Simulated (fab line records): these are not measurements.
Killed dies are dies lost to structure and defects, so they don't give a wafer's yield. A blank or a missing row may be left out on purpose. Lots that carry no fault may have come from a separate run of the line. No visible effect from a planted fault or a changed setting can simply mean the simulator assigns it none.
What tool caused it? -- flow n5-finfet -- 60 wafers from 20 lots sampled at 5 of the route's 1938 steps

== WHAT EACH GAUGE READ, for each wafer ==
N5_WELL_APT_CD_MEAS_08: the cd target is 200 nm. Usual: cd-nm at 199.4 nm, with a standard deviation of 1.6.
lot,measured,on,cd-nm (nm),flag
L074,day 1 13:41,cd-sem-01,200.7 198.6 200.6,
L075,day 1 19:50,cd-sem-02,203.2 201.2 201.2,
L076,day 2 01:49,cd-sem-01,199.5 200.9 199.9,
L077,day 2 07:45,cd-sem-02,198.1 200.2 199.2,
L078,day 2 14:08,cd-sem-03,198.4 199.6 196.5,
L079,day 2 19:34,cd-sem-02,199.6 198.9 199.6,
L080,day 3 02:11,cd-sem-01,201.5 201.3 200.5,
L081,day 3 07:34,cd-sem-02,198.3 197.9 197.6,
L083,day 3 20:22,cd-sem-01,199.3 199.7 198.9,
L084,day 4 01:41,cd-sem-02,195.9 199.5 199.2,
L085,day 4 07:46,cd-sem-02,200.2 199.5 199.6,
L086,day 4 13:52,cd-sem-03,201.0 199.1 202.2,
L087,day 4 19:49,cd-sem-02,201.4 199.8 200.4,
L089,day 5 07:49,cd-sem-03,196.9 198.5 200.6,
L091,day 5 19:39,cd-sem-03,196.8 196.5 197.8,
L092,day 6 01:43,cd-sem-01,200.5 201.7 200.3,
L093,day 6 07:43,cd-sem-02,200.6 197.7 197.5,
L094,day 6 14:02,cd-sem-01,198.8 197.4 196.9,
L095,day 6 19:43,cd-sem-01,201.1 199.5 201.6,
L097,day 7 08:31,cd-sem-01,201.4 199.5 199.8,

N5_WELL_APT_INSPECT_27: inspects for defects (macro). Usual: raw-defect-count at 1.9, with a standard deviation of 1.4.
lot,measured,on,raw-defect-count,flag
L074,day 1 15:36,defect-inspect-01,3 1 0,
L075,day 1 21:09,defect-inspect-02,2 0 1,
L076,day 2 03:14,defect-inspect-01,3 1 1,
L077,day 2 08:56,defect-inspect-01,3 2 2,
L078,day 2 15:20,defect-inspect-02,1 2 2,
L079,day 2 20:53,defect-inspect-01,4 0 1,
L080,day 3 03:35,defect-inspect-02,1 3 3,
L081,day 3 08:52,defect-inspect-02,4 2 1,
L083,day 3 21:37,defect-inspect-01,1 1 3,
L084,day 4 02:54,defect-inspect-02,1 5 2,
L085,day 4 08:56,defect-inspect-01,3 3 1,
L086,day 4 15:03,defect-inspect-02,0 3 3,
L087,day 4 21:13,defect-inspect-02,2 2 1,
L089,day 5 09:12,defect-inspect-02,0 4 4,
L091,day 5 20:56,defect-inspect-01,1 1 2,
L092,day 6 02:56,defect-inspect-01,0 0 0,
L093,day 6 09:58,defect-inspect-01,4 1 2,
L094,day 6 15:22,defect-inspect-02,1 0 1,
L095,day 6 20:54,defect-inspect-01,0 5 2,
L097,day 7 09:49,defect-inspect-01,1 1 0,

N5_FIN_CUT_OVL_MEAS_09. Usual: FIN_CUT_OVL 0.2 nm, standard deviation 0.61.
lot,measured,on,FIN_CUT_OVL (nm),flag
L074,day 2 03:34,overlay-02,0.3 0.0 -1.2,
L075,day 2 08:32,overlay-02,0.9 -0.1 0.4,
L076,day 2 14:32,overlay-02,0.5 0.7 0.1,
L077,day 2 20:57,overlay-02,0.5 -1.3 -0.2,
L078,day 3 03:21,overlay-02,0.7 -0.7 0.8,
L079,day 3 08:43,overlay-01,-0.8 -0.2 0.0,
L080,day 3 17:34,overlay-02,1.1 0.1 0.8,
L081,day 3 21:28,overlay-01,0.9 1.2 0.5,
L083,day 4 10:10,overlay-02,-0.3 -0.1 0.8,
L084,day 4 14:28,overlay-01,0.7 0.4 0.6,
L085,day 5 00:14,overlay-01,-0.4 -0.3 -0.1,
L086,day 5 04:31,overlay-01,0.6 -0.1 -0.2,
L087,day 5 09:10,overlay-02,0.5 1.0 1.6,
L089,day 5 20:32,overlay-02,-0.4 1.1 0.2,
L091,day 6 08:23,overlay-01,0.5 -0.1 -0.3,
L092,day 6 14:39,overlay-02,0.2 -0.3 -0.5,
L093,day 6 23:02,overlay-02,-0.6 -0.3 0.4,
L094,day 7 03:43,overlay-02,-0.3 0.2 -0.2,
L095,day 7 09:13,overlay-02,-0.2 -0.2 -0.5,
L097,day 7 22:26,overlay-01,0.4 0.4 0.8,

== WHICH TOOL RAN EACH LOT (tool, then ch and the chambers of the sampled wafers, then the start) ==
lot,N5_FIN_SAQP_STRIP_55,N5_FIN_SAQP_SPACER1_ETCHBACK_25
L074,"rie-diel-01 ch 1,2, day 1 22:37","rie-diel-01 ch 0,1,2, day 2 00:16"
L075,"rie-diel-02 ch 1,2,3, day 2 04:14","rie-diel-02 ch 0,1, day 2 05:40"
L076,"rie-diel-01 ch 0,1,3, day 2 10:13","rie-diel-04 ch 1,2,3, day 2 11:40"
L077,"rie-diel-01 ch 1,2, day 2 16:23","rie-diel-02 ch 0,2,3, day 2 18:04"
L078,"rie-diel-01 ch 0,1, day 2 23:01","rie-diel-01 ch 0,2, day 3 00:27"
L079,"rie-diel-02 ch 0,1,3, day 3 04:22","rie-diel-01 ch 0,1,2, day 3 05:48"
L080,"rie-diel-01 ch 0,1, day 3 11:35","rie-diel-04 ch 0,1,2, day 3 14:31"
L081,"rie-diel-02 ch 0,3, day 3 16:32","rie-diel-04 ch 0,1,2, day 3 18:29"
L083,"rie-diel-01 ch 0,3, day 4 05:38","rie-diel-02 ch 0,3, day 4 07:21"
L084,"rie-diel-02 ch 0,2,3, day 4 10:19","rie-diel-02 ch 0,1, day 4 11:47"
L085,"rie-diel-02 ch 0,2,3, day 4 17:34","rie-diel-02 ch 2,3, day 4 19:13"
L086,"rie-diel-02 ch 2,3, day 5 00:14","rie-diel-02 ch 1,2,3, day 5 01:41"
L087,"rie-diel-02 ch 1,2,3, day 5 04:43","rie-diel-04 ch 0,3, day 5 06:16"
L089,"rie-diel-04 ch 0,2,3, day 5 16:26","rie-diel-01 ch 0,1,2, day 5 17:52"
L091,"rie-diel-01 ch 0,2,3, day 6 04:04","rie-diel-02 ch 1,2,3, day 6 05:36"
L092,"rie-diel-04 ch 0,1,2, day 6 10:23","rie-diel-02 ch 1,2,3, day 6 11:49"
L093,"rie-diel-01 ch 1,2, day 6 18:13","rie-diel-01 ch 0,2,3, day 6 20:13"
L094,"rie-diel-01 ch 0,1, day 6 22:55","rie-diel-04 ch 2,3, day 7 00:26"
L095,"rie-diel-02 ch 0,2,3, day 7 04:47","rie-diel-01 ch 0,1, day 7 06:13"
L097,"rie-diel-01 ch 0,1,3, day 7 18:04","rie-diel-01 ch 0,2,3, day 7 19:29"
- N5_FIN_SAQP_STRIP_55: strips in N2/H2.
- N5_FIN_SAQP_SPACER1_ETCHBACK_25: etches SiO2 in CHF3/O2, target depth 24.4 nm, time 12.2 s.

== WHAT THE TOOLS THEMSELVES READ (means of the sampled wafers that have a number; where no wafer has one, the mark that the record gives instead) ==
N5_FIN_SAQP_STRIP_55. Usual: chamber-pressure-mTorr 50.00 mTorr, standard deviation 0.081; drypump-motor-current-A 5.9 A, standard deviation 0.46; n2-flow-sccm 300.1 sccm, standard deviation 0.9; oes-product-au 0.78 a.u., standard deviation 0.066; rf-vpp-V 122.1 V, standard deviation 1.4; showerhead-plenum-p-Torr 3.37 Torr, standard deviation 0.079; temp-c 40.00 C, standard deviation 0.12; throttle-valve-pct 18.89 %, standard deviation 0.29.
lot,tool,chamber-pressure-mTorr (mTorr),drypump-motor-current-A (A),n2-flow-sccm (sccm),oes-product-au (a.u.),rf-vpp-V (V),showerhead-plenum-p-Torr (Torr),temp-c (C),throttle-valve-pct (%),flag
L074,rie-diel-01,49.95,6.0,300.5,0.91,122.0,3.39,39.84,19.10,
L075,rie-diel-02,49.99,5.8,300.7,0.79,121.3,3.41,39.94,18.77,
L076,rie-diel-01,50.06,6.3,299.5,0.81,121.7,3.38,39.97,18.97,
L077,rie-diel-01,49.94,6.0,299.9,0.88,122.4,3.39,39.97,19.12,
L078,rie-diel-01,50.03,6.1,301.5,0.87,123.0,3.37,39.99,19.10,
L079,rie-diel-02,49.93,5.7,300.1,0.75,121.7,3.38,40.03,18.62,
L080,rie-diel-01,50.04,6.1,300.0,0.86,122.2,3.37,40.01,19.12,
L081,rie-diel-02,50.13,5.9,300.1,0.72,121.0,3.42,40.04,18.72,
L083,rie-diel-01,50.02,6.4,299.2,0.75,122.2,3.38,40.08,18.85,
L084,rie-diel-02,50.01,6.0,300.0,0.74,122.6,3.43,39.98,18.89,
L085,rie-diel-02,49.98,6.0,300.8,0.73,123.0,3.43,39.90,18.88,
L086,rie-diel-02,50.02,6.2,300.0,0.76,122.7,3.44,39.94,19.02,
L087,rie-diel-02,49.94,5.9,299.4,0.76,121.1,3.39,40.00,18.80,
L089,rie-diel-04,50.02,5.6,299.9,0.76,122.1,3.39,40.00,18.67,
L091,rie-diel-01,50.00,6.0,300.0,0.76,121.5,3.31,39.94,19.07,
L092,rie-diel-04,50.01,5.6,299.7,0.79,122.1,3.38,40.03,18.80,
L093,rie-diel-01,50.02,6.0,299.6,0.85,121.8,3.37,39.87,19.17,
L094,rie-diel-01,49.94,6.1,299.5,0.83,121.9,3.36,40.03,19.15,
L095,rie-diel-02,49.97,6.0,299.3,0.80,123.0,3.41,40.00,18.79,
L097,rie-diel-01,49.96,6.3,299.8,0.77,121.9,3.36,39.98,19.03,

N5_FIN_SAQP_SPACER1_ETCHBACK_25. Usual: O2_flow_sccm 4.999 sccm, standard deviation 0.014; chamber-pressure-mTorr 30.000 mTorr, standard deviation 0.028; drypump-motor-current-A 5.9 A, standard deviation 0.46; mfc-ar-sccm 200.0 sccm, standard deviation 0.6; oes_o_777_au 0.78 a.u., standard deviation 0.068; oes-product-au 0.78 a.u., standard deviation 0.068; rf-fwd-power-W 645.4 W, standard deviation 2.3; rf-vpp-V 522 V, standard deviation 7.5; showerhead-plenum-p-Torr 2.44 Torr, standard deviation 0.064; throttle-valve-pct 18.99 %, standard deviation 0.23.
lot,tool,O2_flow_sccm (sccm),chamber-pressure-mTorr (mTorr),drypump-motor-current-A (A),mfc-ar-sccm (sccm),oes_o_777_au (a.u.),oes-product-au (a.u.),rf-fwd-power-W (W),rf-vpp-V (V),showerhead-plenum-p-Torr (Torr),throttle-valve-pct (%),flag
L074,rie-diel-01,5.005,29.990,5.9,199.9,0.85,0.85,643.9,525,2.37,18.80,
L075,rie-diel-02,5.010,29.990,6.1,199.5,0.74,0.74,646.8,518,2.48,19.17,
L076,rie-diel-04,4.990,29.969,5.7,199.4,0.81,0.82,643.3,527,2.47,18.94,
L077,rie-diel-02,5.002,30.018,6.0,200.4,0.75,0.74,646.9,520,2.49,19.11,
L078,rie-diel-01,5.001,29.977,5.7,200.1,0.81,0.80,648.6,520,2.33,18.77,
L079,rie-diel-01,5.015,30.024,5.9,200.1,0.83,0.83,644.0,524,2.37,18.81,
L080,rie-diel-04,4.996,30.008,5.6,199.8,0.81,0.82,645.9,517,2.44,18.84,
L081,rie-diel-04,5.001,29.973,5.6,199.6,0.80,0.82,644.3,518,2.44,18.84,
L083,rie-diel-02,4.988,29.990,5.9,199.7,0.71,0.71,646.5,519,2.47,19.11,
L084,rie-diel-02,4.988,30.039,6.0,200.2,0.73,0.72,644.5,518,2.47,19.21,
L085,rie-diel-02,4.992,29.994,5.7,200.3,0.76,0.74,648.2,520,2.46,18.99,
L086,rie-diel-02,5.003,29.979,5.9,199.5,0.77,0.76,645.3,519,2.46,19.07,
L087,rie-diel-04,4.995,30.001,5.4,199.5,0.72,0.72,644.6,518,2.44,19.06,
L089,rie-diel-01,4.997,30.013,5.9,200.2,0.81,0.81,645.5,524,2.36,18.85,
L091,rie-diel-02,5.003,29.990,5.9,200.4,0.76,0.75,645.6,518,2.46,19.10,
L092,rie-diel-02,5.004,30.001,5.9,200.5,0.76,0.75,644.9,519,2.46,19.09,
L093,rie-diel-01,5.011,29.970,6.1,199.6,0.75,0.75,644.7,523,2.37,18.94,
L094,rie-diel-04,5.003,29.984,5.9,200.2,0.75,0.77,646.6,526,2.45,18.87,
L095,rie-diel-01,4.985,30.001,6.0,199.6,0.78,0.78,647.0,521,2.35,18.82,
L097,rie-diel-01,5.011,30.008,6.1,200.9,0.74,0.73,646.1,523,2.37,18.96,

== THE ANSWER, worked out from the rows above alone ==
Rule: a lot counts as off when the mean over its wafers that have a number is more than 3 standard deviations away from the usual mean. A lot without any number at a reading at which 4 lots or more have one is off too. The other lots that the step has rows for count as sound. First the gauges in route order, then the tools' own readings, where a lot's mean is used as printed above. At the first step where some lot is off, the reading lying furthest off is the one used; lots without a number count as furthest.
None of the lots is off at any reading shown; this tells nothing.

== WHAT WAS PUT IN BY THE SIMULATOR ==
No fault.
